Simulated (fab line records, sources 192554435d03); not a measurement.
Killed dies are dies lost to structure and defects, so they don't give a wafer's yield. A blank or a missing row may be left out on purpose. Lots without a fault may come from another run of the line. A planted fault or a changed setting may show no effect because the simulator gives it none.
Chamber matching | flow n5_finfet | N5_PASSIVATION_PECVD_00 on pecvd-03: 3 sister chambers
The step deposits SiO2 from SiH4/N2O, target thk 200 nm, time 11.2 s. 3 wafers are shown with their chamber, then 8 later ones without.

WAFERS WITH THEIR CHAMBER
wafer  | chamber | throttle_valve_pct (%)
L083.5 | 2       | 49.7
L089.2 | 0       | 51.5
L093.2 | 1       | 59.7

WAFERS WITHOUT THEIR CHAMBER
wafer  | throttle_valve_pct (%)
L093.3 | 50.1
L093.4 | 59.7
L092.2 | 50.2
L092.4 | 51.7
L092.6 | 59.5
L095.1 | 50.2
L095.4 | 50.1
L095.5 | 59.6

WHICH CHAMBER EACH WENT THROUGH
wafer  | from the rows above | in truth
L093.3 | 2                   | 2
L093.4 | 1                   | 1
L092.2 | 2                   | 2
L092.4 | 0                   | 0
L092.6 | 1                   | 1
L095.1 | 2                   | 2
L095.4 | 2                   | 2
L095.5 | 1                   | 1
Placed correctly: 8 of 8. Can't be placed from these rows: 0. Placed wrongly: 0.
How it was worked out, from the rows above alone: a wafer's distance from a chamber is the root of the sum, over the readings, of the square of ((its reading less the chamber's mean) divided by the reading's scatter). The wafer belongs to the nearest chamber; if the next one is less than 2 further off, it can't be placed. A chamber's mean is the mean of its shown wafers. The scatter: with one shown wafer a chamber, the root of the mean of the squares of how far each hidden wafer lies from its nearest shown one.
